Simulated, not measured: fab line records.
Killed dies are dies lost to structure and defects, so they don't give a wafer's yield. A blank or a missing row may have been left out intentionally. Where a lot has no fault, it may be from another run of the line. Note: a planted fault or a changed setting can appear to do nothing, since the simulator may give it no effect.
Matching of chambers    flow n5-finfet    4 sister chambers for N5_BEOL_M8_ETCH_61 on rie-diel-01
The step etches SiARC in CF4, target depth 45.5 nm, time 75.8 s. 4 wafers are shown with their chamber, then 11 later ones without.

== WAFERS, EACH WITH ITS CHAMBER ==
wafer   chamber  showerhead-plenum-p-Torr (Torr)
L086.1  3        2.09
L086.3  2        2.20
L086.4  1        2.14
L090.1  0        2.09

== WAFERS WITHOUT THEIR CHAMBER ==
wafer   showerhead-plenum-p-Torr (Torr)
L090.4  2.14
L090.5  2.09
L088.1  2.20
L088.2  2.09
L088.3  2.14
L096.1  2.09
L096.3  2.14
L096.5  2.09
L097.2  2.08
L097.4  2.08
L097.6  2.14

== WHICH CHAMBER EACH WENT THROUGH ==
wafer   from the rows above      in truth
L090.4  1                        1
L090.5  can't be placed: 0 or 3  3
L088.1  2                        2
L088.2  can't be placed: 0 or 3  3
L088.3  1                        1
L096.1  can't be placed: 0 or 3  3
L096.3  1                        1
L096.5  can't be placed: 0 or 3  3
L097.2  can't be placed: 0 or 3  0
L097.4  can't be placed: 0 or 3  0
L097.6  1                        1
Correct placement for 5 of the 11. These rows do not allow placing 6 (true chamber among the candidates in 6). Number placed wrongly: 0.
How it was worked out, from the rows above alone: a wafer's distance from a chamber is the root of the sum, over the readings, of the square of ((its reading less the chamber's mean) divided by the reading's scatter). If the next closest chamber is less than 2 further off than the closest, the wafer can't be placed; otherwise it belongs to the closest. A chamber's mean is the mean of its shown wafers. The scatter (one wafer shown for each chamber): square how far every hidden wafer sits from the nearest shown wafer, average those squares and take the square root.
